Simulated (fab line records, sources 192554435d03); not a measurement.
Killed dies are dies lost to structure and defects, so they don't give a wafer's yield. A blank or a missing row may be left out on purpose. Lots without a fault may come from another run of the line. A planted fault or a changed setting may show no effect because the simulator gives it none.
Chamber matching | flow n5_finfet | N5_BEOL_M14_DESCUM_33 on rie_diel-03: 4 sister chambers
The step chemistry O2, time 7.9 s. 4 wafers are shown with their chamber, then 7 later ones without.

WAFERS WITH THEIR CHAMBER
wafer  | chamber | drypump_motor_current_A (A)
L091.4 | 0       | 5.3
L091.5 | 3       | 5.5
L093.1 | 2       | 6.0
L093.4 | 1       | 6.6

WAFERS WITHOUT THEIR CHAMBER
wafer  | drypump_motor_current_A (A)
L093.6 | 5.5
L094.1 | 5.9
L094.2 | 5.5
L094.6 | 5.5
L097.1 | 6.0
L097.2 | 5.5
L097.3 | 5.3

WHICH CHAMBER EACH WENT THROUGH
wafer  | from the rows above | in truth
L093.6 | 3                   | 3
L094.1 | 2                   | 2
L094.2 | 3                   | 3
L094.6 | 3                   | 3
L097.1 | 2                   | 2
L097.2 | 3                   | 3
L097.3 | 0                   | 0
Placed correctly: 7 of 7. Can't be placed from these rows: 0. Placed wrongly: 0.
How it was worked out, from the rows above alone: a wafer's distance from a chamber is the root of the sum, over the readings, of the square of ((its reading less the chamber's mean) divided by the reading's scatter). The wafer belongs to the nearest chamber; if the next one is less than 2 further off, it can't be placed. A chamber's mean is the mean of its shown wafers. The scatter: with one shown wafer a chamber, the root of the mean of the squares of how far each hidden wafer lies from its nearest shown one.
